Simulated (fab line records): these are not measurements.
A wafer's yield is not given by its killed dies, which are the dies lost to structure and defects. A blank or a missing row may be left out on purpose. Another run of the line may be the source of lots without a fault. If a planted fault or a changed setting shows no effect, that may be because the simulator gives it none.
Comparing a struck lot with a sound one / flow n5_finfet / 16 steps out of a route of 1938
Sound: the wafers L443.2, L443.4, L443.5. Struck: wafers L450.3, L450.5. (L450.6 of the same lot was not struck and is left out.) The cause comes at the end.
For every step that has rows: the tool of each side, followed by ch and its chambers, followed by its first start. Under that, the readings that differ: sound wafers / struck wafers / difference of the means / sigmas: that difference in standard deviations of wafers without a fault.
alike: readings with means less than 2 such deviations apart, plus words and numbers identical on both sides. not compared: withheld readings, readings lacking a value on some wafer, bounds such as >300 that could conceal the same value, and numbers that have no deviation in the record and whose values overlap.
Wherever a step has rows on one side only, a row that says differs or no value, or a row with sigmas, the two part there. Numbers that have no deviation but don't overlap get no sigmas and don't part them. A reading that every wafer of one side lacks parts them only if that side has two wafers or more.

first, 8 steps without rows for these wafers: N5_BEOL_M1_COAT_62 (time 60 s, resist thk 12 nm); N5_BEOL_M1_COAT_73 (time 60 s, resist thk 5 nm); N5_BEOL_M1_COAT_05 (resist thk 30 nm); N5_BEOL_M1_EBR_07; N5_BEOL_M1_SOFTBAKE_06 (time 60 s); N5_BEOL_M1_EXPOSE_08 (exposes mask M1); N5_BEOL_M1_PEB_09 (peb time 60 s); N5_BEOL_M1_DEVELOP_10 (develop time 30 s).
N5_BEOL_M1_CD_MEAS_11: target cd 17.05 nm.
  sound on cd_sem-01 ch 0, day 8 01:27; struck on cd_sem-02 ch 0, day 10 00:49
  alike: cd_nm
N5_BEOL_M1_OVL_MEAS_12:
  sound on overlay-02 ch 0, day 8 01:29; struck on overlay-01 ch 0, day 10 00:51
  alike: M1_OVL
N5_BEOL_M1_INSPECT_13: inspects for defects (brightfield).
  sound: defect_inspect-02 at day 8 01:32; struck: defect_inspect-02 at day 10 00:54
  alike: raw_defect_count
N5_BEOL_M1_DESCUM_16: chemistry O2, time 7 s.
  sound on rie_diel-02 ch 0,1, day 8 01:34; struck on rie_diel-02 ch 3, day 10 00:56
  alike: drypump_motor_current_A, oes_product_au, rf_vpp_V, showerhead_plenum_p_Torr, throttle_valve_pct
  not compared: rf_hours_counter_h
N5_BEOL_M1_ETCH_74: etches underlayer in N2/H2, target depth 6.5 nm, time 5.2 s.
  sound on rie_diel-02 ch 0,1, day 8 01:36; struck on rie_diel-02 ch 3, day 10 00:58
reading=bias_w (W); sound=150.0 150.1 150.2; struck=130.9 130.9; difference=-19.2; sigmas=-38
reading=etch_rf_on_time_s (s); sound=5.14 5.13 5.20; struck=5.45 5.39; difference=+0.26; sigmas=+3
reading=rf_vpp_V (V); sound=526.7 526.5 527.0; struck=484.8 485.0; difference=-41.8; sigmas=-15
  alike: drypump_motor_current_A, oes_product_au, showerhead_plenum_p_Torr, throttle_valve_pct
  not compared: rf_hours_counter_h
N5_BEOL_M1_ETCH_63: etches SiARC in CF4, target depth 15.6 nm, time 26 s.
  sound on rie_diel-02 ch 0,1, day 8 01:37; struck on rie_diel-02 ch 3, day 10 00:59
  alike: bias_w, drypump_motor_current_A, etch_rf_on_time_s, oes_product_au, rf_vpp_V, showerhead_plenum_p_Torr, throttle_valve_pct
  not compared: rf_hours_counter_h
N5_BEOL_M4_RC_MEAS_101:
  sound on prober-02 ch 0, day 9 14:28; struck on prober-02 ch 0, day 11 09:20
  alike: DIBL_N, DIBL_P, IOFF_N, IOFF_P, ION_N, ION_P, SS_N, SS_P, VT_N, VT_P
-- record jumps: 4 days separate the struck wafers' starts on either side; left off in module BEOL_M4, taken up again in module PASSIVATION, whose first shown step is the route's number 1936 --
N5_PASSIVATION_PROBE_49:
  sound: prober-01 at day 13 19:02; struck: prober-02 at day 15 20:49
  alike: defect_limited_yield, killed_at_M0_to_M3, killed_at_M4_up, killed_at_contacts, killed_at_front_end, killed_at_other, killed_dies, killed_open, killed_short, sort_bin_5_function, sort_bin_6_memory, sort_n_pass, sort_yield_pct

WHERE THEY PART
Only at N5_BEOL_M1_ETCH_74, within this record. Later steps at which nothing parts them and some readings are alike: N5_BEOL_M1_ETCH_63, N5_BEOL_M4_RC_MEAS_101, N5_PASSIVATION_PROBE_49.

WHY: what had been put in by the simulator
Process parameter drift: rie_diel-02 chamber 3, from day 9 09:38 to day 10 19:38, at N5_BEOL_M1_ETCH_74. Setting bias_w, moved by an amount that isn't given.
